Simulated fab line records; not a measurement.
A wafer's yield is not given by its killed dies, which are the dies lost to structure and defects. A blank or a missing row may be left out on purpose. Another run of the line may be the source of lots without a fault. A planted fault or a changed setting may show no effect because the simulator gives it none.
Which tool is to blame? ; flow n5 finfet ; 13 lots, 39 wafers sampled, at 3 steps of a route of 1938

## WHAT EACH GAUGE READ, for each wafer
No reading from a measuring or inspecting step in the record can be judged against a usual standard deviation.

## EACH LOT AND THE TOOL THAT RAN IT (in order: tool; ch and the chambers of the sampled wafers; start)
lot;N5_BEOL_M3_SPUTTER_81;N5_PASSIVATION_ETCH_59;N5_PASSIVATION_PROBE_49
L958;pvd sputter-01, day 7 17:37;rie metal-03 ch 0,1, day 12 11:49;prober-01, day 12 17:49
L960;pvd sputter-02, day 8 10:23;rie metal-02 ch 0, day 13 17:18;-
L961;pvd sputter-03, day 8 12:43;rie metal-01 ch 0,1, day 14 00:35;prober-02, day 14 04:57
L962;pvd sputter-03, day 8 17:41;rie metal-01 ch 0,1, day 13 17:32;-
L963;pvd sputter-03, day 8 22:47;rie metal-03 ch 0,1, day 14 01:10;prober-02, day 14 05:35
L964;pvd sputter-03, day 9 04:49;rie metal-02 ch 0,1, day 13 22:45;-
L965;pvd sputter-03, day 9 06:58;rie metal-02 ch 0,1, day 14 01:56;-
L966;pvd sputter-03, day 9 21:19;rie metal-03 ch 0,1, day 14 05:01;prober-02, day 14 09:31
L969;pvd sputter-01, day 10 10:02;rie metal-03 ch 0,1, day 15 01:52;prober-02, day 15 06:44
L976;pvd sputter-03, day 12 13:35;rie metal-03 ch 0,1, day 17 13:52;prober-02, day 17 18:19
L978;pvd sputter-03, day 12 16:44;rie metal-03 ch 0,1, day 17 08:29;prober-01, day 17 12:46
L979;pvd sputter-03, day 12 18:39;rie metal-03 ch 0,1, day 17 12:41;prober-01, day 17 17:14
L981;pvd sputter-01, day 13 11:23;rie metal-01 ch 0,1, day 18 13:49;-
- N5_BEOL_M3_SPUTTER_81: material Cu, target thk 4.5 nm, time 8.29 s.
- N5_PASSIVATION_ETCH_59: etches TaN in Cl2/BCl3, target depth 65 nm, time 34.9 s.
- N5_PASSIVATION_PROBE_49

## AS READ BY THE TOOLS THEMSELVES (means over the sampled wafers that have a number; for cases with no such wafer, the mark the record gives instead)
N5_BEOL_M3_SPUTTER_81. Usual: throttle valve pct 30.0 %, standard deviation 1.1.
lot;tool;throttle valve pct (%);flag
L958;pvd sputter-01;29.8;
L960;pvd sputter-02;29.9;
L961;pvd sputter-03;29.4;
L962;pvd sputter-03;30.2;
L963;pvd sputter-03;29.4;
L964;pvd sputter-03;30.3;
L965;pvd sputter-03;30.2;
L966;pvd sputter-03;30.9;
L969;pvd sputter-01;30.1;
L976;pvd sputter-03;30.6;
L978;pvd sputter-03;30.2;
L979;pvd sputter-03;30.1;
L981;pvd sputter-01;29.7;

N5_PASSIVATION_ETCH_59. Usual: drypump motor current A 5.7 A, standard deviation 0.54; oes product au 0.80 a.u., standard deviation 0.043; throttle valve pct 21.12 %, standard deviation 0.15.
lot;tool;drypump motor current A (A);oes product au (a.u.);throttle valve pct (%);flag
L958;rie metal-03;5.8;0.86;20.98;
L960;rie metal-02;4.8;0.77;21.06;
L961;rie metal-01;6.1;0.80;21.21;
L962;rie metal-01;5.8;0.76;21.21;
L963;rie metal-03;5.8;0.85;21.00;
L964;rie metal-02;5.1;0.78;21.26;
L965;rie metal-02;4.9;0.77;21.17;
L966;rie metal-03;5.7;0.84;21.00;
L969;rie metal-03;5.8;0.84;21.00;
L976;rie metal-03;6.0;0.82;20.96;
L978;rie metal-03;6.0;0.82;20.96;
L979;rie metal-03;5.8;0.82;21.01;
L981;rie metal-01;6.1;0.78;21.22;

N5_PASSIVATION_PROBE_49. Usual: defect limited yield 91.3 %, standard deviation 1.4; killed_at_M0_to_M3 33, standard deviation 10; killed_at_M4_up 15, standard deviation 6.1; killed at contacts 12, standard deviation 6.7; killed at front end 39, standard deviation 11; killed at other 4, standard deviation 3.3; killed dies 103, standard deviation 16; killed on rim 14, standard deviation 4; killed open 68, standard deviation 12; killed short 34, standard deviation 7.2; sort_bin_5_function 5.1 %, standard deviation 0.88; sort_bin_6_memory 3.3 %, standard deviation 0.67; sort n pass 1077, standard deviation 16; sort yield pct 91.3 %, standard deviation 1.4.
lot;tool;defect limited yield (%);killed_at_M0_to_M3;killed_at_M4_up;killed at contacts;killed at front end;killed at other;killed dies;killed on rim;killed open;killed short;sort_bin_5_function (%);sort_bin_6_memory (%);sort n pass;sort yield pct (%);flag
L958;prober-01;92.7;20;10;12;41;3;86;9;55;30;4.1;2.8;1094;92.7;
L961;prober-02;92.2;29;9;10;40;4;92;14;64;27;4.3;3.3;1088;92.2;
L963;prober-02;90.7;32;14;18;40;4;109;13;74;34;5.5;3.5;1071;90.7;
L966;prober-02;90.8;31;11;12;52;2;108;14;66;40;5.5;3.4;1072;90.8;
L969;prober-02;90.9;18;21;23;37;8;108;17;77;30;5.4;3.5;1072;90.9;
L976;prober-02;88.4;55;17;13;42;9;136;18;91;45;6.2;4.9;1044;88.4;
L978;prober-01;88.4;61;15;13;44;3;136;19;74;41;7.1;3.7;1044;88.4;
L979;prober-01;88.5;48;20;14;50;4;136;25;75;36;6.4;4.1;1044;88.5;

## THE ANSWER, worked out from the rows above alone
Rule: take the mean of a lot's wafers that have a number; if it is more than 3 standard deviations from the usual mean, the lot is off. A lot without any number at a reading at which 4 lots or more have one is off too. Where the step has rows for the other lots, those lots are counted as sound. Order of review: gauges by route order, followed by the tools' own readings, for which a lot's mean as printed above is used. The first step at which some lot is off is used, and at that step the reading that is off furthest; a lot without a number counts as furthest.
No lot is off at any reading shown: from this, nothing can be told.

## WHAT THE SIMULATOR HAD PUT IN
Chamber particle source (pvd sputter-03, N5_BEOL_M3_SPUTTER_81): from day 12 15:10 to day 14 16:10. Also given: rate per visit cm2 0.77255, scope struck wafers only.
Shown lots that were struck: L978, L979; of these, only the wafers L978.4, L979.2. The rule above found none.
